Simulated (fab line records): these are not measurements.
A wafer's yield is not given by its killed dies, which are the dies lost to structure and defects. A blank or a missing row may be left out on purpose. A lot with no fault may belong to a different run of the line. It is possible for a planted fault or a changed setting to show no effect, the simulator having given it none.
A struck lot beside a sound one | flow n5_finfet | 15 steps out of a route of 1938
Sound: wafers L943.2, L943.3, L943.6. Wafers L953.2, L953.5, L953.6 were the ones struck. The cause is given at the end.
Per side, at each step with rows, come the tool, then ch with its chambers, and then its first start. Under that, the readings that differ: sound wafers | struck wafers | difference of the means | sigmas: that difference in standard deviations of wafers without a fault.
alike: readings with means less than 2 such deviations apart, plus words and numbers identical on both sides. not compared: withheld readings, readings lacking a value on some wafer, bounds such as >300 that could conceal the same value, and numbers that have no deviation in the record and whose values overlap.
Wherever a step has rows on one side only, a row that says differs or no value, or a row with sigmas, the two part there. Numbers that don't overlap but have no deviation are shown without sigmas and don't part them. Lack of a reading on every wafer of one side parts them only where that side has two or more wafers.

N5_HKMG_FIN_ALD_21: deposits TiN, target thk 1.5 nm, pulse time 1 s, purge time 3 s.
  sound on ald_metal-03 ch 1,3, day 6 23:13; struck on ald_metal-02 ch 0,1,3, day 9 12:23
  alike: heater_power_w, precursor_pulse_height_rel
N5_HKMG_FIN_ALD_72: deposits W, target thk 2 nm, pulse time 1 s, purge time 2 s.
  sound on cvd_w-02 ch 1, day 6 23:35; struck on cvd_w-02 ch 0,1, day 9 12:45
  alike: heater_power_w, precursor_pulse_height_rel
then, 5 steps without rows for these wafers: N5_HKMG_FIN_W_FILL_22 (material W, target thk 60 nm, time 18.2 s); N5_HKMG_FIN_PRECLEAN_83 (cleans in DIW, time 57.5 s); N5_HKMG_FIN_SRD_84 (dry time 32 s); N5_HKMG_FIN_CMP_23 (polishes, stops on SiNx, t overpolish 10 s, target thk 46.326 nm); N5_HKMG_FIN_CMP_94 (polishes, stops on SiNx, t overpolish 4.7 s, target thk 43.299 nm).
N5_HKMG_FIN_INSPECT_28: inspects for defects (darkfield).
  sound: defect_inspect-02 at day 7 00:28; struck: defect_inspect-01 at day 9 13:38
  alike: raw_defect_count
then, 1 step without rows for these wafers: N5_GATE_CUT_ETCHBACK_00 (etches W in SF6/Cl2).
N5_GATE_CUT_ETCH_56: etches TiN in Cl2/Ar, target depth 21.6 nm.
  sound on rie_metal-02 ch 0,1, day 7 00:37; struck on rie_metal-02 ch 0,1, day 9 13:47
  alike: bias_w, chamber_pressure_mTorr, drypump_motor_current_A, oes_ar_750_au, oes_product_au, throttle_valve_pct
  not compared: rf_hours_counter_h
N5_GATE_CUT_ETCHBACK_30: etches TiN in Cl2/Ar, target depth 3 nm.
  sound on rie_metal-02 ch 0,1, day 7 00:42; struck on rie_metal-02 ch 0,1, day 9 13:53
  alike: bias_w, drypump_motor_current_A, oes_ar_750_au, oes_product_au, throttle_valve_pct
  not compared: rf_hours_counter_h
N5_GATE_CUT_VAPOR_ETCH_60: etches HfO2 in BCl3/Cl2.
  sound on rie_metal-02 ch 0,1, day 7 00:44; struck on rie_metal-02 ch 0,1, day 9 13:55
  no value came back on the struck wafers for drypump_motor_current_A (A), he_backside_leak_sccm (sccm), oes_product_au (a.u.); on the sound wafers drypump_motor_current_A (A) reads 6.0 6.1 5.1
N5_GATE_CUT_ETCH_58: etches SiNx in CH3F/O2, target depth 17 nm, time 128.6 s.
  sound on rie_diel-02 ch 0,1,2, day 7 00:47; struck on rie_diel-02 ch 1,2, day 9 13:59
  alike: CH3F_flow_sccm, O2_flow_sccm, bias_w, drypump_motor_current_A, oes_product_au, rf_vpp_V, showerhead_plenum_p_Torr, throttle_valve_pct
  not compared: rf_hours_counter_h
-- record jumps: 4 days separate the struck wafers' starts on either side; left off in module GATE_CUT, taken up again in module BEOL_M4, whose first shown step is the route's number 1111 --
N5_BEOL_M4_RC_MEAS_101:
  sound on prober-01 ch 0, day 10 20:17; struck on prober-02 ch 0, day 13 08:46
  alike: DIBL_N, DIBL_P, IOFF_N, IOFF_P, ION_N, ION_P, SS_N, SS_P, VT_N, VT_P
after that, 1 step had no rows for these wafers: N5_PASSIVATION_PROBE_49.

== WHERE THEY PART ==
At N5_GATE_CUT_VAPOR_ETCH_60 and nowhere else, as far as this record goes. Later steps at which nothing parts them and some readings are alike: N5_GATE_CUT_ETCH_58, N5_BEOL_M4_RC_MEAS_101.

WHY: the cause the simulator had injected
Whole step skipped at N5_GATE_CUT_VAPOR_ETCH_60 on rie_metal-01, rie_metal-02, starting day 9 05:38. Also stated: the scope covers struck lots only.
